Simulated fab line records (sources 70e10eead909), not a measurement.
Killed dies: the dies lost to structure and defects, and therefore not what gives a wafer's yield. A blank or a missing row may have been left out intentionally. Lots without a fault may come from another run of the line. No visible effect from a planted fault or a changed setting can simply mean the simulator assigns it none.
Matching of chambers || flow nand_harc || 3 sister chambers for NHARC_A_M1_DEP_33 on pecvd-04
The step deposits SiCN, target thk 30 nm. 6 wafers are shown with their chamber, then 11 later ones without.

## WAFERS PAIRED WITH THEIR CHAMBERS
{"wafer": "L084.2", "chamber": 0, "heater_power_w (W)": 476}
{"wafer": "L084.5", "chamber": 0, "heater_power_w (W)": 470}
{"wafer": "L087.1", "chamber": 2, "heater_power_w (W)": 601}
{"wafer": "L087.5", "chamber": 2, "heater_power_w (W)": 606}
{"wafer": "L087.6", "chamber": 1, "heater_power_w (W)": 499}
{"wafer": "L091.2", "chamber": 1, "heater_power_w (W)": 475}

## WAFERS WHOSE CHAMBER IS MISSING
{"wafer": "L091.4", "heater_power_w (W)": 669}
{"wafer": "L091.6", "heater_power_w (W)": 500}
{"wafer": "L090.2", "heater_power_w (W)": 573}
{"wafer": "L090.4", "heater_power_w (W)": 572}
{"wafer": "L090.5", "heater_power_w (W)": 713}
{"wafer": "L095.1", "heater_power_w (W)": 726}
{"wafer": "L095.3", "heater_power_w (W)": 472}
{"wafer": "L095.6", "heater_power_w (W)": 481}
{"wafer": "L097.3", "heater_power_w (W)": 607}
{"wafer": "L097.4", "heater_power_w (W)": 493}
{"wafer": "L097.6", "heater_power_w (W)": 635}

## WHICH CHAMBER EACH WENT THROUGH
{"wafer": "L091.4", "from the rows above": 2, "in truth": 2}
{"wafer": "L091.6", "from the rows above": "can't be placed: 1 or 0", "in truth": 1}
{"wafer": "L090.2", "from the rows above": 2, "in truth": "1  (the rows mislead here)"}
{"wafer": "L090.4", "from the rows above": 2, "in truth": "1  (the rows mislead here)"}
{"wafer": "L090.5", "from the rows above": 2, "in truth": 2}
{"wafer": "L095.1", "from the rows above": 2, "in truth": 2}
{"wafer": "L095.3", "from the rows above": "can't be placed: 0 or 1", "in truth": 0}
{"wafer": "L095.6", "from the rows above": "can't be placed: 1 or 0", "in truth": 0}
{"wafer": "L097.3", "from the rows above": 2, "in truth": 2}
{"wafer": "L097.4", "from the rows above": "can't be placed: 1 or 0", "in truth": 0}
{"wafer": "L097.6", "from the rows above": 2, "in truth": 2}
Correct placement for 5 of the 11. Not placeable from these rows: 4 (in 4, the candidates include the true chamber). Number placed wrongly: 2.
How it was worked out, from the rows above alone: a wafer's distance from a chamber is the root of the sum, over the readings, of the square of ((its reading less the chamber's mean) divided by the reading's scatter). If the next closest chamber is less than 2 further off than the closest, the wafer can't be placed; otherwise it belongs to the closest. For every chamber, the mean is computed from those of its wafers that are shown. The scatter: take each reading less its chamber's mean, square it, sum over the shown wafers, divide by the number of wafers less the number of chambers, and take the root.
